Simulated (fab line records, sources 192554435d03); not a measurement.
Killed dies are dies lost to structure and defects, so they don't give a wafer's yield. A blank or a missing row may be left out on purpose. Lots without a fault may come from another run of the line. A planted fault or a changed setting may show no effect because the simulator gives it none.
Which tool did it? | flow n5_finfet | 9 lots, 27 wafers sampled, at 8 steps of a route of 1938

WHAT THE GAUGES READ, wafer by wafer
N5_PMOS_HMC_CHANNEL_EPI_INSPECT_11: inspects for defects (macro).
lot  | measured    | on                | raw_defect_count
L340 | day 1 17:21 | defect_inspect-02 | 1 5 3
L341 | day 1 23:37 | defect_inspect-01 | 2 1 1
L343 | day 2 11:35 | defect_inspect-01 | 1 2 2
L356 | day 5 17:19 | defect_inspect-02 | 5 0 2
L358 | day 6 05:19 | defect_inspect-02 | 2 3 3
L359 | day 6 12:19 | defect_inspect-02 | 2 3 2
L360 | day 6 17:14 | defect_inspect-02 | 2 4 5
L362 | day 7 06:34 | defect_inspect-02 | 2 0 2
L363 | day 7 11:43 | defect_inspect-01 | 4 3 3

N5_PMOS_HMC_CHANNEL_EPI_INSPECT_30: inspects for defects (darkfield).
lot  | measured    | on                | raw_defect_count
L340 | day 1 20:15 | defect_inspect-02 | 25 19 13
L341 | day 2 02:23 | defect_inspect-02 | 11 44 23
L343 | day 2 14:25 | defect_inspect-01 | 21 29 360
L356 | day 5 20:15 | defect_inspect-01 | 10 27 23
L358 | day 6 08:38 | defect_inspect-01 | 25 18 17
L359 | day 6 15:16 | defect_inspect-02 | 17 13 4
L360 | day 6 20:35 | defect_inspect-01 | 20 23 16
L362 | day 7 09:45 | defect_inspect-01 | 23 16 15
L363 | day 7 14:31 | defect_inspect-01 | 16 20 11

N5_FIN_SAQP_INSPECT_40: inspects for defects (brightfield).
lot  | measured    | on                | raw_defect_count
L340 | day 2 06:29 | defect_inspect-01 | 215 175 211
L341 | day 2 09:20 | defect_inspect-02 | 200 152 187
L343 | day 3 03:59 | defect_inspect-02 | 199 205 594
L356 | day 6 02:14 | defect_inspect-02 | 192 244 214
L358 | day 6 15:02 | defect_inspect-02 | 249 308 283
L359 | day 6 21:28 | defect_inspect-01 | 213 197 287
L360 | day 7 02:21 | defect_inspect-01 | 149 125 191
L362 | day 7 15:32 | defect_inspect-01 | 215 180 199
L363 | day 7 20:10 | defect_inspect-01 | 144 163 230

N5_FIN_CUT_INSPECT_10: inspects for defects (brightfield).
lot  | measured    | on                | raw_defect_count
L340 | day 2 06:59 | defect_inspect-02 | 54 29 32
L341 | day 2 09:43 | defect_inspect-01 | 36 35 32
L343 | day 3 04:31 | defect_inspect-01 | 45 33 393
L356 | day 6 02:46 | defect_inspect-01 | 35 43 41
L358 | day 6 15:33 | defect_inspect-02 | 54 50 40
L359 | day 6 21:59 | defect_inspect-01 | 45 33 40
L360 | day 7 02:45 | defect_inspect-02 | 42 44 44
L362 | day 7 16:04 | defect_inspect-01 | 46 35 39
L363 | day 7 20:34 | defect_inspect-02 | 31 31 34

N5_BEOL_M4_RC_MEAS_101.
lot  | measured     | on        | DIBL_N (mV/V)  | DIBL_P (mV/V)  | IOFF_N (nA/um)    | IOFF_P (nA/um) | ION_N (uA/um) | ION_P (uA/um) | SS_N (mV/dec)  | SS_P (mV/dec)  | VT_N (mV)         | VT_P (mV)
L340 | day 8 02:21  | prober-01 | 37.2 36.6 35.3 | 38.5 37.3 36.4 | 0.169 0.150 0.137 | 0.23 0.21 0.20 | 681 676 661   | 466 467 457   | 71.4 71.6 71.5 | 72.8 72.7 73.0 | 246.2 249.8 251.9 | -249 -251 -252
L341 | day 9 11:22  | prober-02 | 36.7 37.9 36.8 | 37.4 38.7 37.3 | 0.161 0.190 0.162 | 0.24 0.26 0.23 | 684 687 678   | 475 467 468   | 72.0 71.9 71.4 | 73.4 74.0 74.3 | 247.5 248.9 249.6 | -247 -249 -249
L343 | day 9 23:38  | prober-01 | 36.5 37.5 36.6 | 35.2 37.4 34.6 | 0.145 0.176 0.138 | 0.20 0.24 0.19 | 677 690 674   | 465 477 460   | 71.7 71.7 71.2 | 73.1 73.4 73.4 | 253.5 246.0 252.7 | -251 -247 -251
L356 | day 12 10:00 | prober-02 | 36.0 36.0 36.0 | 35.9 36.1 36.1 | 0.160 0.152 0.159 | 0.20 0.20 0.20 | 683 672 685   | 463 461 463   | 71.2 71.7 71.2 | 73.4 72.8 72.5 | 249.9 249.2 248.5 | -250 -252 -251
L358 | day 13 11:45 | prober-01 | 35.0 35.9 35.8 | 33.2 34.8 34.6 | 0.123 0.141 0.130 | 0.15 0.17 0.17 | 654 665 650   | 443 450 442   | 70.7 71.5 71.2 | 73.8 73.9 73.9 | 256.3 254.5 257.1 | -256 -258 -256
L359 | day 13 12:34 | prober-02 | 35.0 35.4 34.6 | 35.5 36.4 35.6 | 0.126 0.127 0.115 | 0.18 0.19 0.18 | 653 661 658   | 459 460 459   | 70.5 71.3 70.8 | 72.8 73.2 73.1 | 254.0 254.7 254.7 | -251 -251 -252
L360 | day 13 20:59 | prober-02 | 38.3 37.7 38.1 | 38.4 38.6 38.6 | 0.206 0.195 0.199 | 0.26 0.26 0.26 | 675 675 692   | 463 467 474   | 72.1 72.2 71.5 | 74.6 73.5 73.9 | 247.8 247.5 244.4 | -247 -249 -245
L362 | day 13 19:12 | prober-01 | 35.7 37.4 36.5 | 36.1 37.9 36.6 | 0.147 0.182 0.170 | 0.25 0.28 0.26 | 673 675 667   | 469 473 464   | 71.2 71.5 71.8 | 73.3 74.0 73.9 | 249.2 246.1 247.4 | -246 -245 -246
L363 | day 14 19:49 | prober-02 | 38.2 34.8 39.5 | 39.2 34.9 40.7 | 0.187 0.119 0.208 | 0.29 0.20 0.34 | 688 665 685   | 471 470 478   | 71.6 70.4 71.7 | 74.1 72.6 74.1 | 249.0 251.8 247.2 | -242 -248 -243

WHICH TOOL RAN EACH LOT (tool, then ch and the chambers of the sampled wafers, then the start)
lot  | N5_PMOS_HMC_CHANNEL_EPI_CMP_21 | N5_PMOS_HMC_CHANNEL_EPI_PRECLEAN_37 | N5_FIN_SAQP_HM_DEP_72
L340 | cmp-02 ch 1,2,3, day 1 19:29   | wet_bench-04 ch 0,1,6, day 1 19:49  | pecvd-04 ch 0,1, day 1 22:17
L341 | cmp-01 ch 0,2,3, day 2 01:41   | wet_bench-02 ch 3,4,6, day 2 01:57  | pecvd-03 ch 0,1,2, day 2 03:34
L343 | cmp-04 ch 0,3, day 2 13:38     | wet_bench-04 ch 3,5,6, day 2 13:59  | pecvd-04 ch 0,1, day 2 15:55
L356 | cmp-02 ch 0,2, day 5 19:31     | wet_bench-04 ch 4,6,7, day 5 19:48  | pecvd-03 ch 0,2, day 5 21:07
L358 | cmp-02 ch 0,1,3, day 6 07:56   | wet_bench-04 ch 0,1,3, day 6 08:11  | pecvd-01 ch 0,1,2, day 6 09:34
L359 | cmp-01 ch 0,3, day 6 14:29     | wet_bench-04 ch 0,3,7, day 6 14:50  | pecvd-04 ch 1,2, day 6 16:14
L360 | cmp-04 ch 1,2,3, day 6 19:53   | wet_bench-02 ch 1,3,6, day 6 20:09  | pecvd-03 ch 0,1,2, day 6 21:29
L362 | cmp-04 ch 0,2,3, day 7 08:58   | wet_bench-02 ch 0,4,5, day 7 09:19  | pecvd-03 ch 0,1,2, day 7 10:37
L363 | cmp-01 ch 2,3, day 7 13:46     | wet_bench-04 ch 0,1,6, day 7 14:04  | pecvd-04 ch 0,2, day 7 15:27
- N5_PMOS_HMC_CHANNEL_EPI_CMP_21: polishes SiGe30, target thk 54 nm.
- N5_PMOS_HMC_CHANNEL_EPI_PRECLEAN_37: cleans in O3/DIW, time 45 s.
- N5_FIN_SAQP_HM_DEP_72: deposits SiO2 from SiH4/N2O, target thk 12 nm, time 7.2 s.

WHAT THE TOOLS THEMSELVES READ (means of the sampled wafers that have a number; where no wafer has one, the mark that the record gives instead)
N5_PMOS_HMC_CHANNEL_EPI_CMP_21.
lot  | tool   | edge_zone_pressure_frac | motor_current_A (A)
L340 | cmp-02 | 0.997                   | 12.8
L341 | cmp-01 | 0.999                   | 11.7
L343 | cmp-04 | 0.999                   | 11.3
L356 | cmp-02 | 1.005                   | 11.7
L358 | cmp-02 | 1.000                   | 11.8
L359 | cmp-01 | 0.996                   | 10.7
L360 | cmp-04 | 1.003                   | 10.2
L362 | cmp-04 | 0.996                   | 11.3
L363 | cmp-01 | 1.001                   | 12.1

N5_FIN_SAQP_HM_DEP_72.
lot  | tool     | heater_power_w (W) | showerhead_plenum_p_Torr (Torr)
L340 | pecvd-04 | 604                | 8.00
L341 | pecvd-03 | 723                | 8.22
L343 | pecvd-04 | 688                | 7.99
L356 | pecvd-03 | 706                | 8.22
L358 | pecvd-01 | 794                | 8.23
L359 | pecvd-04 | 640                | 8.14
L360 | pecvd-03 | 731                | 8.21
L362 | pecvd-03 | 726                | 8.23
L363 | pecvd-04 | 587                | 7.96

THE ANSWER, worked out from the rows above alone
Rule: what is usual is taken from the lots themselves. Put in order of their means at a reading, lots are off if they are a third of the lots or fewer, leave a main group of 4 or more, and stand apart from it by a gap of 3 or more times the standard deviation of the main group's means; of several such gaps the widest counts. A main group whose means are all the same, to the digits that the tables above print for the reading, isn't used. A lot without any number at a reading at which 4 lots or more have one is off too. The other lots that the step has rows for count as sound. The gauges are gone through in route order, then the tools' own readings, and for those a lot's mean is taken as printed above. The first step at which some lot is off is used, and at that step the reading that is off furthest; a lot without a number counts as furthest.
Off: L343, at N5_PMOS_HMC_CHANNEL_EPI_INSPECT_30 (raw_defect_count). The main group: mean 19, standard deviation 3.9.
A tool fits if, at a process step before that reading, it ran every lot that is off, and no sound lot after the first of them. The gauges at N5_PMOS_HMC_CHANNEL_EPI_INSPECT_30 aren't tried: what is off there is off at N5_FIN_SAQP_HM_DEP_72 too, on other tools, and a gauge's error can't cause that. None of those tried fits.

WHAT THE SIMULATOR HAD PUT IN
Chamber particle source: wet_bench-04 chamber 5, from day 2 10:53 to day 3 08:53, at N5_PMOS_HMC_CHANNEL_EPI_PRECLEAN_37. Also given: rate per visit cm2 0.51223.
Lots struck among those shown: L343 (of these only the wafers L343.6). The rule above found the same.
